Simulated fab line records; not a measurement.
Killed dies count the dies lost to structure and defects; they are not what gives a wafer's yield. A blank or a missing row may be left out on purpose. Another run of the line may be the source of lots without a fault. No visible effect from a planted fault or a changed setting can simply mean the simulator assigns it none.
What tool caused it? / flow n5_finfet / 11 lots, 33 wafers sampled, at 2 steps of a route of 1938

== WHAT THE GAUGES SHOWED, per wafer ==
N5_BEOL_M15_RS_MEAS_54: measurement is done with a four-point probe. Usual: for M15_RS the level is 0.0217 ohm/sq and the standard deviation is 0.0005.
lot=L552; measured=day 12 05:31; on=film_metro-01; M15_RS (ohm/sq)=0.0218 0.0223 0.0219; flag=
lot=L556; measured=day 13 03:40; on=film_metro-01; M15_RS (ohm/sq)=0.0214 0.0217 0.0216; flag=
lot=L559; measured=day 13 18:45; on=film_metro-01; M15_RS (ohm/sq)=0.0218 0.0216 0.0211; flag=
lot=L557; measured=day 13 22:34; on=film_metro-02; M15_RS (ohm/sq)=0.0219 0.0219 0.0205; flag=
lot=L561; measured=day 14 07:50; on=film_metro-01; M15_RS (ohm/sq)=0.0221 0.0220 0.0216; flag=
lot=L562; measured=day 14 08:07; on=film_metro-01; M15_RS (ohm/sq)=0.0218 0.0218 0.0217; flag=
lot=L563; measured=day 14 17:23; on=film_metro-02; M15_RS (ohm/sq)=0.0220 0.0222 0.0215; flag=
lot=L566; measured=day 15 19:10; on=film_metro-02; M15_RS (ohm/sq)=0.0216 0.0221 0.0222; flag=
lot=L571; measured=day 16 17:59; on=film_metro-01; M15_RS (ohm/sq)=0.0218 0.0213 0.0217; flag=
lot=L575; measured=day 17 23:55; on=film_metro-01; M15_RS (ohm/sq)=0.0221 0.0219 0.0223; flag=
lot=L574; measured=day 18 10:11; on=film_metro-02; M15_RS (ohm/sq)=0.0215 0.0215 0.0220; flag=

== TOOL THAT RAN EACH LOT (tool first, then ch and the chambers of the sampled wafers, then the start) ==
lot=L552; N5_BEOL_M15_STRIP_37=rie_diel-01 ch 0,1,3, day 12 05:31 or earlier
lot=L556; N5_BEOL_M15_STRIP_37=rie_diel-01 ch 1,2,3, day 13 03:40 or earlier
lot=L559; N5_BEOL_M15_STRIP_37=rie_diel-05 ch 0,1,3, day 13 18:45 or earlier
lot=L557; N5_BEOL_M15_STRIP_37=rie_diel-05 ch 1,2, day 13 22:34 or earlier
lot=L561; N5_BEOL_M15_STRIP_37=rie_diel-01 ch 0,1,3, day 14 07:50 or earlier
lot=L562; N5_BEOL_M15_STRIP_37=rie_diel-01 ch 0,1,2, day 14 08:07 or earlier
lot=L563; N5_BEOL_M15_STRIP_37=rie_diel-01 ch 0,2, day 14 17:23 or earlier
lot=L566; N5_BEOL_M15_STRIP_37=rie_diel-03 ch 0,2,3, day 15 19:10 or earlier
lot=L571; N5_BEOL_M15_STRIP_37=rie_diel-03 ch 1,3, day 16 17:59 or earlier
lot=L575; N5_BEOL_M15_STRIP_37=rie_diel-03 ch 2,3, day 17 23:55 or earlier
lot=L574; N5_BEOL_M15_STRIP_37=rie_diel-03 ch 1,2, day 18 10:11 or earlier
- N5_BEOL_M15_STRIP_37: strips in O2.

== WHAT THE TOOLS THEMSELVES READ (means of the sampled wafers that have a number; where no wafer has one, the mark that the record gives instead) ==
N5_BEOL_M15_STRIP_37. Usual: drypump_motor_current_A 5.8 A, standard deviation 0.49; oes_product_au 0.79 a.u., standard deviation 0.068; rf_vpp_V 3.7 V, standard deviation 0.68; showerhead_plenum_p_Torr 2.08 Torr, standard deviation 0.059; throttle_valve_pct 16.60 %, standard deviation 0.2.
lot=L552; tool=rie_diel-01; drypump_motor_current_A (A)=5.6; oes_product_au (a.u.)=0.85; rf_vpp_V (V)=3.5; showerhead_plenum_p_Torr (Torr)=2.07; throttle_valve_pct (%)=16.43; flag=
lot=L556; tool=rie_diel-01; drypump_motor_current_A (A)=5.6; oes_product_au (a.u.)=0.84; rf_vpp_V (V)=3.5; showerhead_plenum_p_Torr (Torr)=2.07; throttle_valve_pct (%)=16.49; flag=
lot=L559; tool=rie_diel-05; drypump_motor_current_A (A)=5.6; oes_product_au (a.u.)=0.78; rf_vpp_V (V)=3.9; showerhead_plenum_p_Torr (Torr)=2.11; throttle_valve_pct (%)=16.71; flag=
lot=L557; tool=rie_diel-05; drypump_motor_current_A (A)=5.3; oes_product_au (a.u.)=0.86; rf_vpp_V (V)=4.1; showerhead_plenum_p_Torr (Torr)=2.06; throttle_valve_pct (%)=16.49; flag=
lot=L561; tool=rie_diel-01; drypump_motor_current_A (A)=5.6; oes_product_au (a.u.)=0.82; rf_vpp_V (V)=3.9; showerhead_plenum_p_Torr (Torr)=2.06; throttle_valve_pct (%)=16.46; flag=
lot=L562; tool=rie_diel-01; drypump_motor_current_A (A)=5.4; oes_product_au (a.u.)=0.83; rf_vpp_V (V)=2.8; showerhead_plenum_p_Torr (Torr)=2.04; throttle_valve_pct (%)=16.43; flag=
lot=L563; tool=rie_diel-01; drypump_motor_current_A (A)=5.4; oes_product_au (a.u.)=0.84; rf_vpp_V (V)=3.3; showerhead_plenum_p_Torr (Torr)=2.04; throttle_valve_pct (%)=16.46; flag=
lot=L566; tool=rie_diel-03; drypump_motor_current_A (A)=6.1; oes_product_au (a.u.)=0.78; rf_vpp_V (V)=4.1; showerhead_plenum_p_Torr (Torr)=2.13; throttle_valve_pct (%)=16.61; flag=
lot=L571; tool=rie_diel-03; drypump_motor_current_A (A)=6.6; oes_product_au (a.u.)=0.74; rf_vpp_V (V)=3.4; showerhead_plenum_p_Torr (Torr)=2.10; throttle_valve_pct (%)=16.69; flag=
lot=L575; tool=rie_diel-03; drypump_motor_current_A (A)=6.0; oes_product_au (a.u.)=0.75; rf_vpp_V (V)=4.0; showerhead_plenum_p_Torr (Torr)=2.13; throttle_valve_pct (%)=16.65; flag=
lot=L574; tool=rie_diel-03; drypump_motor_current_A (A)=6.3; oes_product_au (a.u.)=0.71; rf_vpp_V (V)=4.1; showerhead_plenum_p_Torr (Torr)=2.05; throttle_valve_pct (%)=16.73; flag=

== THE ANSWER, worked out from the rows above alone ==
Rule: lot off if the mean of its wafers having a number is beyond 3 standard deviations from the usual mean. Also off: a lot with no number at a reading for which 4 or more lots have one. Where the step has rows for the other lots, those lots are counted as sound. The gauges are gone through in route order, then the tools' own readings, and for those a lot's mean is taken as printed above. At the first step where some lot is off, the reading lying furthest off is the one used; lots without a number count as furthest.
Nothing can be told from this: no lot is off at any reading shown.

== WHAT THE SIMULATOR HAD PUT IN ==
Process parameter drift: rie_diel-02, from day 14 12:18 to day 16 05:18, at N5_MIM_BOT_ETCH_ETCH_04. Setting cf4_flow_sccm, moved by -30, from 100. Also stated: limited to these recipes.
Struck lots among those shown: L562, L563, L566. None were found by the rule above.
